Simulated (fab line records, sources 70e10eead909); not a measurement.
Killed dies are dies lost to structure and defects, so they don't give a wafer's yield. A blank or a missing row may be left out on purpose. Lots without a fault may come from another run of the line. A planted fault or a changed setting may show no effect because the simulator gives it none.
Chamber matching | flow nand_harc | NHARC_P_BONDPAD_ETCH_37 on rie_diel-12: 4 sister chambers
The step etches the open film in N2/H2, target depth 60 nm, overetch 18 nm, time 65.91 s. 4 wafers are shown with their chamber, then 7 later ones without.

WAFERS WITH THEIR CHAMBER
wafer  | chamber | showerhead_plenum_p_Torr (Torr)
L083.3 | 1       | 2.20
L084.2 | 0       | 1.89
L085.2 | 3       | 2.14
L085.3 | 2       | 2.07

WAFERS WITHOUT THEIR CHAMBER
wafer  | showerhead_plenum_p_Torr (Torr)
L085.5 | 2.07
L090.1 | 2.07
L090.5 | 2.22
L090.6 | 2.14
L091.2 | 2.22
L091.5 | 2.22
L091.6 | 2.19

WHICH CHAMBER EACH WENT THROUGH
wafer  | from the rows above | in truth
L085.5 | 2                   | 2
L090.1 | 2                   | 2
L090.5 | 1                   | 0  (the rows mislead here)
L090.6 | 3                   | 3
L091.2 | 1                   | 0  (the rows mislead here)
L091.5 | 1                   | 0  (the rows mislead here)
L091.6 | 1                   | 1
Placed correctly: 4 of 7. Can't be placed from these rows: 0. Placed wrongly: 3.
How it was worked out, from the rows above alone: a wafer's distance from a chamber is the root of the sum, over the readings, of the square of ((its reading less the chamber's mean) divided by the reading's scatter). The wafer belongs to the nearest chamber; if the next one is less than 2 further off, it can't be placed. A chamber's mean is the mean of its shown wafers. The scatter: with one shown wafer a chamber, the root of the mean of the squares of how far each hidden wafer lies from its nearest shown one.
